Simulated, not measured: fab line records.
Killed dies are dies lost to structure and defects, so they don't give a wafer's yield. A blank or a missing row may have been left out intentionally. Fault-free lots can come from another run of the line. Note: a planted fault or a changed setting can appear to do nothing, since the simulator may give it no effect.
A lot that was struck, set against a sound lot	flow nandHarc	23 steps out of a route of 1302
Sound: wafers L202.1, L202.2, L202.3. Struck: wafer L186.2. (L186.1, L186.3 of the same lot were not struck and are left out.) The cause comes at the end.
For every step that has rows: the tool of each side, followed by ch and its chambers, followed by its first start. Under that, the readings that differ: sound wafers	struck wafers	difference of the means	sigmas: that difference in standard deviations of wafers without a fault.
alike: readings with means less than 2 such deviations apart, plus words and numbers identical on both sides. not compared: withheld readings, readings lacking a value on some wafer, bounds such as >300 that could conceal the same value, and numbers that have no deviation in the record and whose values overlap.
The two part at a step that has a row with sigmas, a row that says differs or no value, or rows on one side only. Non-overlapping numbers with no deviation appear without sigmas and do not part them. Lack of a reading on every wafer of one side parts them only where that side has two or more wafers.

first, 11 steps without rows for these wafers: NHARC_A_CHANNEL_HOLE_D1_DESCUM_15 (chemistry O2, time 3 s); NHARC_A_CHANNEL_HOLE_D1_ETCH_38 (etches the open film in CF4, target depth 39 nm, time 65 s); NHARC_A_CHANNEL_HOLE_D1_ETCH_39 (etches the open film in N2/H2, target depth 260 nm, time 325 s); NHARC_A_CHANNEL_HOLE_D1_ETCH_34 (etches the open film in CF4/CHF3, target depth 154 nm, time 77 s); NHARC_A_CHANNEL_HOLE_D1_ETCH_16 (etches the open film in O2/COS, target depth 3100 nm, time 806 s); NHARC_A_CHANNEL_HOLE_D1_ETCH_19 (etches the open film in C4F8/O2/Ar, time 34.5 s); NHARC_A_CHANNEL_HOLE_D1_ETCH_20 (etches the open film in C4F8/O2/Ar, time 361.9 s, target depth 1600 nm); NHARC_A_CHANNEL_HOLE_D1_ETCH_21 (etches the open film in C4F8/O2/Ar, time 514.3 s, target depth 1600 nm); NHARC_A_CHANNEL_HOLE_D1_ETCH_22 (etches the open film in C4F8/O2/Ar, time 666.7 s, target depth 1600 nm); NHARC_A_CHANNEL_HOLE_D1_ETCH_23 (etches the open film in C4F8/O2/Ar, time 819 s, target depth 1600 nm); NHARC_A_CHANNEL_HOLE_D1_ETCH_24 (etches the open film in C4F8/O2/Ar, time 906.2 s, target depth 1500 nm).
NHARC_A_CHANNEL_HOLE_D1_ETCH_25: etches the open film in C4F8/O2/Ar, time 1040.2 s, target depth 1500 nm.
  sound on harEtch-01 ch 0,1, day 17 10:34; struck on harEtch-01 ch 0, day 10 13:19
reading	sound	struck	difference	sigmas
c4f8FlowSccm (sccm)	94.07 93.86 94.41	93.62	-0.49	-2
  alike: drypumpMotorCurrentA, showerheadPlenumPTorr, tempC, throttleValvePct
  not compared: rfHoursCounterH
then, 5 steps without rows for these wafers: NHARC_A_CHANNEL_HOLE_D1_ETCH_26 (etches the open film in C4F8/O2/Ar, time 224.1 s, target depth 300 nm); NHARC_A_CHANNEL_HOLE_D1_ETCH_33 (etches the open film in C4F8/O2/Ar, time 90 s, target depth 400 nm); NHARC_A_CHANNEL_HOLE_D1_STRIP_41 (strips in N2/H2); NHARC_A_CHANNEL_HOLE_D1_STRIP_42 (strips in CF4/CHF3); NHARC_A_CHANNEL_HOLE_D1_STRIP_43 (strips in O2/COS).
NHARC_A_CHANNEL_HOLE_D1_ETCH_44: etches the open film in CF4/O2, target depth 140 nm, overetch 14 nm, time 77 s.
  sound on rieDiel-13 ch 0,2,3, day 17 12:23; struck on rieDiel-13 ch 1, day 10 15:10
reading	sound	struck	difference	sigmas
rfHoursCounterH (h)	3 3 3	7	+4	
model.A_CHANNEL_HOLE_D1.cdNm (nm)	92.94 89.05 91.98	88.98	-2.34	
  alike: cf4FlowSccm, drypumpMotorCurrentA, oesProductAu, rfVppV, showerheadPlenumPTorr, throttleValvePct
then, 3 steps without rows for these wafers: NHARC_A_CHANNEL_HOLE_D1_STRIP_27 (strips in O2); NHARC_A_CHANNEL_HOLE_D1_PRECLEAN_28 (cleans in SC1); NHARC_A_CHANNEL_HOLE_D1_SRD_29.
NHARC_A_CHANNEL_HOLE_D1_XSEM_31:
  sound on xsem-02 ch 0, day 17 13:19; struck on xsem-02 ch 0
  alike: botCdNm, tiltDeg
  not compared: bowNm
-- the record jumps here: 15 days lie between the struck wafers' starts before and after (it left off in module A_CHANNEL_HOLE_D1 and takes up again in module END, whose first step shown is number 1302 of the route) --
NHARC_END_SORT_01:
  at this point the record logs the struck wafers (prober-02 ch 0, day 25 15:48) and has no rows for the sound ones

## WHERE THEY PART
Last at NHARC_END_SORT_01 as far as this record goes, first at NHARC_A_CHANNEL_HOLE_D1_ETCH_25.

WHY: the cause the simulator had injected
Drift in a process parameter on harEtch-01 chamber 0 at NHARC_A_CHANNEL_HOLE_D1_ETCH_25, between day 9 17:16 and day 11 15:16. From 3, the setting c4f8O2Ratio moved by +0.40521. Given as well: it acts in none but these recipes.
